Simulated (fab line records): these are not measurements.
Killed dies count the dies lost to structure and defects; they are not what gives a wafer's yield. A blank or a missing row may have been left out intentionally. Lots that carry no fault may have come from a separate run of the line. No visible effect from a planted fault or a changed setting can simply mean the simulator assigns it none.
Comparing a struck lot with a sound one	flow n5 finfet	36 out of 1938 route steps
Sound: the wafers L727.1, L727.3, L727.6. Struck: wafer L722.4 (left out: L722.5, L722.6 of the same lot, which were not struck); the cause appears at the end.
For every step that has rows: the tool of each side, followed by ch and its chambers, followed by its first start. Under that, the readings that differ: sound wafers	struck wafers	difference of the means	sigmas: that difference in standard deviations of wafers without a fault.
alike: same words and numbers on both sides, and readings whose means sit less than 2 such deviations apart. not compared: any withheld reading, any reading some wafer has no value for, any bound like >300 that may hide the same value, and any number with overlapping values for which the record gives no deviation.
The two part at a step that has a row with sigmas, a row that says differs or no value, or rows on one side only. Non-overlapping numbers with no deviation appear without sigmas and do not part them. A reading that every wafer of one side lacks parts them only if that side has two wafers or more.

first, 8 steps without rows for these wafers: N5_BEOL_M15_SPUTTER_43 (material TaN, target thk 15 nm, time 24.19 s); N5_BEOL_M15_SPUTTER_44 (material Ta, target thk 15 nm, time 24.19 s); N5_BEOL_M15_SPUTTER_45 (material Cu, target thk 100 nm, time 16.67 s); N5_BEOL_M15_ECD_47 (material Cu, target thk 1860 nm); N5_BEOL_M15_ANNEAL_48 (time 90 s); N5_BEOL_M15_CMP_49 (polishes, stops on SiO2, t overpolish 4.9 s, target thk 850 nm); N5_BEOL_M15_PRE_CLEAN_52 (time 15 s); N5_BEOL_M15_DEP_53 (deposits SiCN from 3MS/NH3, target thk 50 nm, time 17.8 s).
N5_PASSIVATION_PECVD_00: deposits SiO2 from SiH4/N2O, target thk 200 nm, time 11.2 s.
  sound on pecvd-04 ch 0,1,2, day 17 19:17; struck on pecvd-03 ch 2, day 16 15:12
reading	sound	struck	difference	sigmas
heater power w (W)	666 483 663	911	+307	+2
showerhead plenum p Torr (Torr)	8.20 8.10 8.11	8.30	+0.16	+2
model.SiO2_of_PASSIVATION_PECVD_00.thk nm (nm)	194 199.4 197.8	304.8	+107.7	
  alike: throttle valve pct
then, 26 steps without rows for these wafers: N5_MIM_BOT_DEGAS_01 (time 60 s); N5_MIM_BOT_SPUTTER_00 (material TiN, target thk 35 nm, time 89.7 s); N5_MIM_TOP_ALD_00 (deposits Al2O3, purge time 3 s, co reactant pulse time 3 s); N5_MIM_TOP_ALD_01 (deposits HfO2, target thk 5.6 nm, pulse time 1 s, purge time 3 s); N5_MIM_TOP_ALD_02 (deposits Al2O3, purge time 3 s, co reactant pulse time 3 s); N5_MIM_TOP_DEGAS_04 (time 60 s); N5_MIM_TOP_SPUTTER_03 (material TiN, target thk 35 nm, time 89.7 s); N5_MIM_TOP_LITHO_HMDS_01 (time 60 s); N5_MIM_TOP_LITHO_COAT_02; N5_MIM_TOP_LITHO_EBR_04; N5_MIM_TOP_LITHO_SOFTBAKE_03 (time 90 s); N5_MIM_TOP_LITHO_EXPOSE_05 (exposes mask MIM TOP, target cd 2000 nm); N5_MIM_TOP_LITHO_PEB_06; N5_MIM_TOP_LITHO_DEVELOP_07 (develop time 60 s); N5_MIM_TOP_LITHO_HARDBAKE_09 (time 120 s); N5_MIM_TOP_LITHO_DESCUM_10 (chemistry O2, time 7.9 s); N5_MIM_TOP_ETCH_ETCH_00 (etches TiN in Cl2/BCl3, target depth 38.5 nm); N5_MIM_TOP_ETCH_STRIP_01 (strips in O2); N5_MIM_TOP_ETCH_PECVD_03 (deposits SiNx from SiH4/NH3/N2, target thk 20 nm, time 17.6 s); N5_MIM_BOT_LITHO_HMDS_01 (time 60 s); N5_MIM_BOT_LITHO_COAT_02; N5_MIM_BOT_LITHO_EBR_04; N5_MIM_BOT_LITHO_SOFTBAKE_03 (time 90 s); N5_MIM_BOT_LITHO_EXPOSE_05 (exposes mask MIM BOT); N5_MIM_BOT_LITHO_PEB_06; N5_MIM_BOT_LITHO_DEVELOP_07 (develop time 60 s).
N5_MIM_BOT_ETCH_ETCH_00: etches TiN in Cl2/BCl3, target depth 45.5 nm.
  sound on rie metal-01 ch 0,1, day 17 23:07; struck on rie metal-02 ch 0, day 16 19:53
reading	sound	struck	difference	sigmas
model.SiO2_of_PASSIVATION_PECVD_00.thk nm (nm)	191.4 196.8 195	302.2	+107.8	
  alike: bias w, drypump motor current A, oes product au, throttle valve pct
  not compared: rf hours counter h

WHERE THEY PART
Within this record, at N5_PASSIVATION_PECVD_00 only. Later steps at which nothing parts them and some readings are alike: N5_MIM_BOT_ETCH_ETCH_00.

WHY: the cause the simulator had injected
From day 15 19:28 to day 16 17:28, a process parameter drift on pecvd-03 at N5_PASSIVATION_PECVD_00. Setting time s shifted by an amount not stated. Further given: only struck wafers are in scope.
